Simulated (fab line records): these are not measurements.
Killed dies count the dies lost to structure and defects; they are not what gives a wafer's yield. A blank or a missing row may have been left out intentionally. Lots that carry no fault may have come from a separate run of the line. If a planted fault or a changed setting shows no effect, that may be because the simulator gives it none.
fab line records    flow nand-harc    part 1 of 2: steps 1 to 4 of 6
[record] lots = 22  wafers = 66  last-day = 34
route steps=1302 shown A_STAIRCASE@716
lots with no fault: from the same line, run without faults
start-h: hours from the record's first day to the start of the lot's first wafer shown    wait-h: hours elapsed since this lot's preceding step    " as in the row above    L1.1+2: a row that stands for several wafers    - no value present, or no start provided    * or withheld: withheld    < > ~ a bound
route shown NAME@n: a module of which the file shows steps, and the number in the route of the first    usual: mean/standard deviation taken from wafers without a fault    same: alike in all rows    chamber/n: place in a boat    sites: per-site readings    _std_site: how widely they spread, as a standard deviation    _edge_site: the outer-site mean with the inner-site mean subtracted    radius-mm: for every site, how far away it sits from the centre of the wafer    mask NAME#n: copy n    behind: the last tool/chamber to shape the wafer    hold: why the lot went on hold/how many hours it stayed there/how the hold came to an end    device: names the non-switching transistor (n, p or np)    end of line: the same wafers' tests at the end of the route    a step with no rows: only its recipe    killed: at the first sort, the dies lost to defects and structure; wafer yield is something else    map: shows each die of a wafer: x if killed, . if not, _ if none is there
set.NAME: the setting as run; set.NAME@STEP: as run at that earlier step    model.NAME: the simulator's own value behind a step, which no gauge read
steps of the route over a sample of lots; a table a step, a row a wafer
services: when a tool's chamber went out of use (start-h, in hours from the record's first day, below 0 if earlier), for how many hours, and the reason
[[steps]]
[step NHARC_A_STAIRCASE_TRIM_202]
[recipe] time-s = 211.2  o2-flow-sccm = 500  ar-flow-sccm = 0  bias-w = 0  chemistry = O2
[usual] drypump-motor-current-A = 5.6/0.43  oes-product-au = 0.997/0.011  rf-vpp-V = 57.6/0.87  showerhead-plenum-p-Torr = 3.47/0.14  throttle-valve-pct = 17.038/0.0088
lot.wafer  tool         chamber  start-h  wait-h  drypump-motor-current-A  oes-product-au  rf-hours-counter-h  rf-vpp-V  showerhead-plenum-p-Torr  throttle-valve-pct
L076.4     rie-diel-02  1        -        -       6.2                      0.988           51                  59.3      3.78                      17.033
L076.6     "            1        "        "       6.2                      0.995           -                   57.5      3.78                      17.044
L076.5     "            2        "        "       5.0                      1.000           -                   57.1      3.52                      17.034
L075.3     rie-diel-03  1        -        -       5.8                      0.976           25                  55.5      3.27                      17.037
L075.6     "            3        "        "       5.1                      0.997           -                   59.3      3.47                      17.041
L075.5     "            0        "        "       6.1                      0.982           -                   56.7      3.55                      17.030
L077.2     rie-diel-11  0        -        -       6.4                      0.995           38                  56.7      3.45                      17.035
L077.3     "            1        "        "       5.6                      1.002           44                  58.0      3.29                      17.031
L077.1     "            2        "        "       5.3                      0.994           48                  57.3      3.40                      17.045
L078.2     rie-diel-11  3        -        -       5.8                      0.985           50                  58.0      3.37                      17.028
L078.4     "            0        "        "       6.3                      0.990           47                  57.0      3.45                      17.049
L078.1     "            1        "        "       5.6                      1.006           51                  58.1      3.29                      17.040
L079.2     rie-diel-11  0        -        -       6.3                      0.985           49                  58.2      3.45                      17.042
L079.5     "            2        "        "       5.3                      1.004           -                   57.9      3.39                      17.031
L079.6     "            0        "        "       6.3                      0.974           -                   57.5      3.45                      17.033
L080.4     rie-diel-03  3        -        -       5.1                      0.994           43                  56.6      3.46                      17.042
L080.3     "            1        "        "       5.8                      0.983           42                  57.1      3.26                      17.036
L080.5     "            3        "        "       5.1                      0.993           -                   58.9      3.46                      17.064
L081.3     rie-diel-11  3        -        -       5.8                      1.005           2                   57.3      3.36                      17.024
L081.1     "            2        "        "       5.3                      1.015           2                   58.6      3.39                      17.053
L081.5     "            1        "        "       5.6                      1.009           -                   57.4      3.29                      17.027
L084.2     rie-diel-11  3        -        -       5.8                      0.996           7                   57.4      3.36                      17.056
L084.5     "            3        "        "       5.9                      1.009           -                   58.4      3.36                      17.041
L084.6     "            0        "        "       6.3                      0.995           -                   55.8      3.45                      17.037
L082.4     rie-diel-02  2        -        -       4.9                      0.993           14                  57.5      3.51                      17.031
L082.1     "            0        "        "       5.2                      0.998           13                  57.5      3.56                      17.053
L082.5     "            3        "        "       5.3                      0.998           -                   58.8      3.44                      17.058
L083.3     rie-diel-02  3        -        -       5.2                      0.995           18                  59.3      3.43                      17.047
L083.2     "            0        "        "       5.3                      1.011           19                  58.4      3.55                      17.024
L083.4     "            2        "        "       4.9                      0.989           18                  57.0      3.51                      17.038
L086.2     rie-diel-03  0        -        -       6.1                      0.973           5                   57.9      3.53                      17.046
L086.1     "            2        "        "       5.5                      0.991           4                   56.4      3.51                      17.040
L086.5     "            3        "        "       5.1                      0.996           -                   55.8      3.45                      17.040
L085.2     rie-diel-11  3        -        -       5.9                      1.011           15                  57.1      3.36                      17.043
L085.1     "            1        "        "       5.6                      1.016           16                  56.9      3.28                      17.029
L085.4     "            0        "        "       6.3                      0.999           -                   58.6      3.44                      17.029
L087.1     rie-diel-11  0        -        -       6.4                      0.994           10                  58.7      3.44                      17.036
L087.6     "            0        "        "       6.4                      0.988           -                   56.7      3.44                      17.037
L087.4     "            3        "        "       5.9                      1.000           -                   56.7      3.36                      17.016
L088.4     rie-diel-02  2        -        -       4.9                      0.992           34                  57.3      3.50                      17.042
L088.5     "            3        "        "       5.3                      1.001           -                   58.4      3.43                      17.039
L088.6     "            0        "        "       5.3                      0.997           -                   58.0      3.54                      17.046
L091.1     rie-diel-03  3        -        -       5.1                      0.987           19                  57.9      3.44                      17.025
L091.2     "            0        "        "       6.1                      0.973           22                  57.5      3.52                      17.024
L091.3     "            1        "        "       5.8                      0.984           24                  57.7      3.79                      17.036
L090.1     rie-diel-11  1        -        -       5.6                      1.015           29                  56.6      3.27                      17.036
L090.2     "            2        "        "       5.3                      1.007           25                  58.3      3.38                      17.050
L090.6     "            2        "        "       5.3                      1.012           -                   58.3      3.38                      17.040
L092.4     rie-diel-02  0        -        -       5.2                      0.994           48                  57.4      3.54                      17.036
L092.1     "            2        "        "       5.0                      1.003           44                  58.6      3.49                      17.025
L092.5     "            0        "        "       5.2                      1.001           -                   58.8      3.54                      17.030
L093.4     rie-diel-02  3        -        -       5.2                      0.991           55                  58.5      3.41                      17.046
L093.2     "            0        "        "       5.2                      0.989           55                  59.1      3.53                      17.036
L093.3     "            2        "        "       5.0                      0.993           52                  58.5      3.49                      17.041
L094.2     rie-diel-03  1        -        -       5.8                      0.993           38                  58.4      3.79                      17.036
L094.3     "            0        "        "       6.1                      0.979           35                  58.7      3.51                      17.043
L094.5     "            1        "        "       5.8                      0.980           -                   57.5      3.79                      17.033
L096.2     rie-diel-11  0        -        -       6.3                      0.997           25                  57.2      3.43                      17.053
L096.4     "            1        "        "       5.6                      1.015           -                   56.0      3.26                      17.032
L096.5     "            2        "        "       5.3                      1.013           -                   58.0      3.37                      17.043
L095.3     rie-diel-03  1        -        -       5.8                      0.992           41                  58.5      3.78                      17.058
L095.1     "            0        "        "       6.1                      0.984           38                  58.4      3.51                      17.045
L095.6     "            2        "        "       5.5                      1.008           -                   57.7      3.49                      17.028
L097.1     rie-diel-02  3        -        -       5.2                      1.007           6                   57.7      3.41                      17.032
L097.3     "            0        "        "       5.2                      0.997           4                   56.1      3.53                      17.045
L097.4     "            1        "        "       6.2                      0.981           4                   59.2      3.74                      17.045
[step NHARC_A_STAIRCASE_ETCH_221]
[recipe] target-depth-a = 1000  time-s = 40.5  ion-energy-ev = 400  c4f8-flow-sccm = 20  o2-flow-sccm = 10  ar-flow-sccm = withheld  rf-w = 600  bias-w = 1000  chemistry = C4F8/O2
[usual] oes-product-au = 0.943/0.012  rf-vpp-V = 894/5.4
lot.wafer  tool         chamber  start-h  wait-h  oes-product-au  rf-hours-counter-h  rf-vpp-V
L076.4     rie-diel-03  1        -        -       0.951           25                  887
L076.6     "            0        "        "       0.934           -                   898
L076.5     "            1        "        "       0.945           -                   886
L075.3     rie-diel-02  2        -        -       0.964           50                  896
L075.6     "            2        "        "       0.963           -                   897
L075.5     "            3        "        "       0.957           -                   893
L077.3     rie-diel-02  1        -        -       0.947           53                  904
L077.2     "            2        "        "       0.966           52                  896
L077.1     "            3        "        "       0.958           53                  891
L078.4     rie-diel-02  0        -        -       0.954           1                   896
L078.2     "            1        "        "       0.942           1                   904
L078.1     "            3        "        "       0.972           1                   893
L079.2     rie-diel-02  1        -        -       0.948           3                   905
L079.5     "            3        "        "       0.950           -                   893
L079.6     "            0        "        "       0.952           -                   897
L080.4     rie-diel-02  2        -        -       0.936           8                   895
L080.3     "            0        "        "       0.967           8                   897
L080.5     "            3        "        "       0.948           -                   894
L081.3     rie-diel-02  2        -        -       0.939           10                  895
L081.1     "            3        "        "       0.956           11                  893
L081.5     "            2        "        "       0.943           -                   896
L084.2     rie-diel-11  0        -        -       0.940           2                   892
L084.6     "            3        "        "       0.957           -                   890
L084.5     "            0        "        "       0.944           -                   893
L082.1     rie-diel-11  2        -        -       0.928           8                   891
L082.4     "            0        "        "       0.927           2                   894
L082.5     "            2        "        "       0.919           -                   890
L083.4     rie-diel-11  2        -        -       0.922           10                  891
L083.2     "            3        "        "       0.942           11                  890
L083.3     "            0        "        "       0.926           4                   894
L086.1     rie-diel-11  2        -        -       0.946           14                  890
L086.2     "            0        "        "       0.936           9                   893
L086.5     "            2        "        "       0.932           -                   891
L085.1     rie-diel-03  1        -        -       0.933           8                   906
L085.2     "            2        "        "       0.923           6                   896
L085.4     "            0        "        "       0.916           8                   896
L087.4     rie-diel-02  3        -        -       0.947           25                  892
L087.1     "            2        "        "       0.950           26                  894
L087.6     "            0        "        "       0.950           -                   897
L088.4     rie-diel-03  3        -        -       0.950           17                  894
L088.6     "            3        "        "       0.947           -                   894
L088.5     "            0        "        "       0.930           -                   896
L091.2     rie-diel-11  3        -        -       0.947           25                  889
L091.3     "            1        "        "       0.951           26                  887
L091.1     "            2        "        "       0.944           21                  890
L090.2     rie-diel-03  2        -        -       0.956           26                  895
L090.1     "            3        "        "       0.964           24                  892
L090.6     "            2        "        "       0.954           -                   894
L092.4     rie-diel-03  1        -        -       0.958           31                  906
L092.1     "            2        "        "       0.945           29                  894
L092.5     "            0        "        "       0.946           -                   897
L093.3     rie-diel-11  3        -        -       0.957           40                  888
L093.2     "            2        "        "       0.952           37                  889
L093.4     "            3        "        "       0.947           -                   889
L094.3     rie-diel-02  0        -        -       0.936           56                  896
L094.2     "            1        "        "       0.934           52                  904
L094.5     "            3        "        "       0.957           -                   891
L096.4     rie-diel-11  3        -        -       0.933           42                  888
L096.2     "            0        "        "       0.933           25                  892
L096.5     "            2        "        "       0.937           -                   890
L095.1     rie-diel-11  3        -        -       0.925           42                  889
L095.3     "            0        "        "       0.912           25                  892
L095.6     "            2        "        "       0.943           -                   890
L097.3     rie-diel-02  3        -        -       0.936           7                   891
L097.4     "            0        "        "       0.925           5                   896
L097.1     "            1        "        "       0.920           5                   904
[step NHARC_A_STAIRCASE_TRIM_226]
[recipe] time-s = 211.2  o2-flow-sccm = 500  ar-flow-sccm = 0  bias-w = 0  chemistry = O2
[usual] drypump-motor-current-A = 5.6/0.43  oes-product-au = 0.999/0.0099  rf-vpp-V = 57.6/0.85  showerhead-plenum-p-Torr = 3.48/0.14  throttle-valve-pct = 17.037/0.0091
lot.wafer  tool         chamber  start-h  wait-h  drypump-motor-current-A  oes-product-au  rf-hours-counter-h  rf-vpp-V  showerhead-plenum-p-Torr  throttle-valve-pct
L076.4     rie-diel-03  0        -        -       6.1                      0.979           28                  57.6      3.55                      17.041
L076.6     "            2        "        "       5.5                      1.001           -                   57.3      3.52                      17.033
L076.5     "            3        "        "       5.1                      1.004           -                   57.2      3.47                      17.039
L075.3     rie-diel-02  0        -        -       5.2                      0.981           51                  57.3      3.56                      17.042
L075.5     "            3        "        "       5.2                      1.003           -                   57.5      3.45                      17.024
L075.6     "            0        "        "       5.2                      0.982           -                   56.8      3.57                      17.049
L077.1     rie-diel-02  1        -        -       6.2                      0.994           54                  58.2      3.78                      17.025
L077.2     "            2        "        "       5.0                      1.017           53                  58.4      3.52                      17.029
L077.3     "            3        "        "       5.2                      0.995           54                  57.1      3.44                      17.049
L078.2     rie-diel-02  2        -        -       5.0                      0.991           1                   56.7      3.51                      17.041
L078.4     "            3        "        "       5.2                      1.003           1                   56.5      3.44                      17.027
L078.1     "            0        "        "       5.2                      1.009           2                   60.4      3.56                      17.018
L079.2     rie-diel-02  3        -        -       5.2                      0.996           4                   58.7      3.44                      17.027
L079.5     "            0        "        "       5.2                      1.004           -                   57.6      3.56                      17.040
L079.6     "            1        "        "       6.2                      0.989           -                   58.9      3.77                      17.034
L080.4     rie-diel-02  3        -        -       5.2                      0.997           9                   56.1      3.44                      17.043
L080.3     "            1        "        "       6.2                      1.002           8                   57.8      3.77                      17.031
L080.5     "            3        "        "       5.2                      1.004           -                   57.2      3.44                      17.034
L081.3     rie-diel-02  3        -        -       5.2                      1.010           11                  57.9      3.44                      17.024
L081.1     "            2        "        "       5.0                      1.003           11                  57.1      3.51                      17.023
L081.5     "            0        "        "       5.2                      0.999           -                   57.4      3.56                      17.047
L084.2     rie-diel-11  2        -        -       5.3                      1.007           8                   57.8      3.39                      17.027
L084.5     "            1        "        "       5.6                      1.010           -                   56.2      3.28                      17.042
L084.6     "            2        "        "       5.3                      0.999           -                   57.5      3.39                      17.045
L082.4     rie-diel-11  1        -        -       5.6                      1.013           9                   56.1      3.28                      17.029
L082.1     "            2        "        "       5.3                      1.011           9                   57.8      3.39                      17.038
L082.5     "            3        "        "       5.8                      1.004           -                   57.8      3.36                      17.041
L083.2     rie-diel-11  3        -        -       5.9                      1.004           11                  57.0      3.36                      17.033
L083.3     "            0        "        "       6.3                      1.003           5                   57.8      3.44                      17.030
L083.4     "            1        "        "       5.6                      1.015           11                  57.8      3.28                      17.036
L086.1     rie-diel-11  1        -        -       5.6                      1.015           15                  57.3      3.28                      17.031
L086.2     "            0        "        "       6.3                      0.999           9                   56.9      3.44                      17.036
L086.5     "            0        "        "       6.3                      1.004           -                   57.1      3.44                      17.035
L087.4     rie-diel-02  3        -        -       5.2                      0.983           26                  56.8      3.43                      17.039
L087.1     "            2        "        "       5.0                      0.992           26                  57.8      3.50                      17.038
L087.6     "            0        "        "       5.2                      1.001           -                   58.3      3.55                      17.043
L085.4     rie-diel-03  2        -        -       5.5                      0.999           9                   58.6      3.50                      17.036
L085.1     "            3        "        "       5.1                      1.001           9                   56.8      3.45                      17.030
L085.2     "            1        "        "       5.8                      0.985           12                  57.9      3.80                      17.028
L088.4     rie-diel-03  0        -        -       6.1                      0.995           20                  56.2      3.52                      17.030
L088.6     "            3        "        "       5.1                      0.997           -                   58.3      3.45                      17.049
L088.5     "            0        "        "       6.1                      0.985           -                   56.6      3.52                      17.037
L091.2     rie-diel-11  1        -        -       5.6                      1.014           26                  56.6      3.27                      17.045
L091.1     "            2        "        "       5.3                      1.020           22                  56.9      3.38                      17.045
L091.3     "            3        "        "       5.9                      1.002           25                  57.5      3.35                      17.061
L090.1     rie-diel-03  3        -        -       5.1                      0.995           25                  57.3      3.44                      17.044
L090.2     "            0        "        "       6.1                      0.984           26                  58.4      3.52                      17.047
L090.6     "            3        "        "       5.1                      0.992           -                   56.5      3.44                      17.036
L092.1     rie-diel-03  2        -        -       5.5                      1.007           29                  58.0      3.49                      17.037
L092.4     "            3        "        "       5.1                      1.003           28                  59.0      3.44                      17.045
L092.5     "            0        "        "       6.1                      0.989           -                   58.9      3.52                      17.028
L093.3     rie-diel-11  1        -        -       5.6                      1.009           44                  56.9      3.27                      17.041
L093.2     "            2        "        "       5.3                      1.009           37                  58.2      3.37                      17.045
L093.4     "            3        "        "       5.9                      1.007           -                   58.0      3.34                      17.054
L094.2     rie-diel-02  3        -        -       5.3                      1.002           56                  56.1      3.41                      17.049
L094.3     "            0        "        "       5.2                      1.005           56                  56.3      3.53                      17.040
L094.5     "            0        "        "       5.2                      0.987           -                   59.3      3.53                      17.040
L096.4     rie-diel-11  0        -        -       6.3                      0.999           26                  56.6      3.43                      17.024
L096.2     "            1        "        "       5.7                      1.015           48                  57.1      3.26                      17.048
L096.5     "            0        "        "       6.3                      0.999           -                   57.3      3.43                      17.043
L095.3     rie-diel-11  0        -        -       6.4                      1.005           27                  58.1      3.43                      17.029
L095.1     "            2        "        "       5.3                      1.004           41                  59.0      3.37                      17.028
L095.6     "            0        "        "       6.4                      1.002           -                   58.7      3.43                      17.048
L097.4     rie-diel-02  1        -        -       6.2                      0.988           5                   58.5      3.74                      17.066
L097.1     "            2        "        "       4.9                      1.012           7                   57.1      3.48                      17.033
L097.3     "            0        "        "       5.2                      0.988           6                   58.4      3.53                      17.029
[step NHARC_A_STAIRCASE_TRIM_231]
[recipe] time-s = 211.2  o2-flow-sccm = 500  ar-flow-sccm = 0  bias-w = 0  chemistry = O2
[usual] drypump-motor-current-A = 5.6/0.43  oes-product-au = 0.998/0.0095  rf-vpp-V = 57.7/0.94  showerhead-plenum-p-Torr = 3.46/0.14  throttle-valve-pct = 17.035/0.0094
lot.wafer  tool         chamber  start-h  wait-h  drypump-motor-current-A  oes-product-au  rf-hours-counter-h  rf-vpp-V  showerhead-plenum-p-Torr  throttle-valve-pct
L076.4     rie-diel-02  1        -        -       6.2                      0.990           52                  59.8      3.78                      17.030
L076.6     "            0        "        "       5.2                      0.987           -                   58.8      3.56                      17.019
L076.5     "            1        "        "       6.2                      0.997           -                   59.2      3.78                      17.035
L075.3     rie-diel-02  3        -        -       5.2                      1.004           52                  58.2      3.45                      17.040
L075.5     "            1        "        "       6.2                      0.986           -                   58.0      3.78                      17.021
L075.6     "            2        "        "       4.9                      0.987           -                   58.1      3.52                      17.041
L077.3     rie-diel-11  1        -        -       5.6                      0.998           45                  56.5      3.29                      17.031
L077.2     "            2        "        "       5.3                      0.990           49                  55.9      3.40                      17.036
L077.1     "            3        "        "       5.9                      0.988           42                  57.9      3.37                      17.031
L078.1     rie-diel-11  2        -        -       5.3                      0.994           55                  58.1      3.40                      17.045
L078.2     "            0        "        "       6.4                      0.985           47                  56.4      3.45                      17.033
L078.4     "            1        "        "       5.6                      1.007           51                  56.8      3.29                      17.024
L079.2     rie-diel-11  2        -        -       5.3                      1.009           57                  58.7      3.39                      17.022
L079.5     "            0        "        "       6.3                      1.000           -                   58.0      3.45                      17.021
L079.6     "            1        "        "       5.6                      1.009           -                   57.2      3.29                      17.035
L080.3     rie-diel-11  1        -        -       5.6                      1.007           1                   56.9      3.29                      17.031
L080.5     "            3        "        "       5.9                      1.000           -                   57.9      3.36                      17.028
L080.4     "            1        "        "       5.6                      1.008           -                   56.0      3.29                      17.045
L081.3     rie-diel-02  2        -        -       4.9                      0.986           11                  58.0      3.51                      17.042
L081.1     "            0        "        "       5.2                      1.001           10                  60.1      3.56                      17.039
L081.5     "            2        "        "       4.9                      0.983           -                   59.0      3.51                      17.041
L084.2     rie-diel-11  3        -        -       5.9                      1.007           9                   57.3      3.36                      17.037
L084.6     "            2        "        "       5.3                      1.001           -                   57.2      3.39                      17.036
L084.5     "            3        "        "       5.9                      1.003           -                   58.6      3.36                      17.039
L082.1     rie-diel-02  0        -        -       5.2                      0.989           17                  59.1      3.55                      17.043
L082.4     "            2        "        "       4.9                      0.993           16                  58.2      3.51                      17.042
L082.5     "            0        "        "       5.2                      1.002           -                   57.2      3.55                      17.023
L083.3     rie-diel-11  3        -        -       5.8                      1.005           11                  56.9      3.36                      17.036
L083.2     "            0        "        "       6.3                      0.995           5                   57.1      3.44                      17.030
L083.4     "            1        "        "       5.6                      1.012           11                  57.6      3.28                      17.031
L086.2     rie-diel-02  0        -        -       5.2                      0.991           25                  58.3      3.55                      17.022
L086.1     "            2        "        "       5.0                      0.995           25                  57.7      3.50                      17.018
L086.5     "            3        "        "       5.2                      0.988           -                   57.4      3.43                      17.045
L087.1     rie-diel-11  0        -        -       6.3                      0.985           11                  57.0      3.44                      17.028
L087.4     "            3        "        "       5.9                      1.003           17                  57.2      3.36                      17.018
L087.6     "            1        "        "       5.6                      0.996           -                   58.7      3.28                      17.031
L085.2     rie-diel-02  3        -        -       5.2                      0.988           26                  58.4      3.43                      17.024
L085.1     "            0        "        "       5.2                      1.003           27                  59.7      3.55                      17.044
L085.4     "            2        "        "       5.0                      1.009           27                  58.3      3.50                      17.030
L088.4     rie-diel-03  1        -        -       5.8                      0.994           23                  58.8      3.80                      17.032
L088.6     "            3        "        "       5.1                      1.008           -                   56.9      3.45                      17.031
L088.5     "            0        "        "       6.1                      0.979           -                   58.0      3.52                      17.051
L091.1     rie-diel-11  1        -        -       5.6                      1.010           27                  59.0      3.27                      17.025
L091.3     "            2        "        "       5.3                      0.998           22                  57.3      3.38                      17.025
L091.2     "            3        "        "       5.9                      1.004           26                  58.2      3.35                      17.030
L090.2     rie-diel-03  0        -        -       6.1                      0.983           26                  57.1      3.52                      17.015
L090.1     "            2        "        "       5.5                      0.995           27                  57.0      3.50                      17.041
L090.6     "            0        "        "       6.0                      0.986           -                   58.8      3.52                      17.025
L092.4     rie-diel-02  0        -        -       5.2                      1.002           50                  57.5      3.54                      17.023
L092.1     "            2        "        "       4.9                      1.001           46                  57.4      3.49                      17.045
L092.5     "            0        "        "       5.2                      0.998           -                   57.5      3.53                      17.024
L093.3     rie-diel-03  1        -        -       5.8                      0.989           37                  58.4      3.79                      17.041
L093.4     "            2        "        "       5.5                      1.009           36                  56.1      3.49                      17.032
L093.2     "            0        "        "       6.1                      0.987           35                  57.5      3.51                      17.017
L094.3     rie-diel-02  1        -        -       6.2                      0.973           53                  58.1      3.75                      17.028
L094.2     "            3        "        "       5.2                      0.995           56                  57.4      3.41                      17.017
L094.5     "            1        "        "       6.2                      0.982           -                   58.3      3.75                      17.048
L096.2     rie-diel-11  1        -        -       5.6                      0.998           48                  55.7      3.26                      17.044
L096.4     "            2        "        "       5.3                      1.012           41                  57.4      3.37                      17.025
L096.5     "            0        "        "       6.3                      1.011           -                   57.3      3.43                      17.035
L095.3     rie-diel-11  2        -        -       5.3                      1.007           42                  57.1      3.37                      17.046
L095.1     "            0        "        "       6.3                      1.003           28                  56.8      3.43                      17.058
L095.6     "            1        "        "       5.6                      1.003           -                   58.6      3.26                      17.025
L097.1     rie-diel-11  3        -        -       5.9                      0.990           48                  57.7      3.34                      17.043
L097.3     "            1        "        "       5.6                      1.004           57                  57.5      3.26                      17.058
L097.4     "            2        "        "       5.3                      1.010           51                  57.8      3.37                      17.033
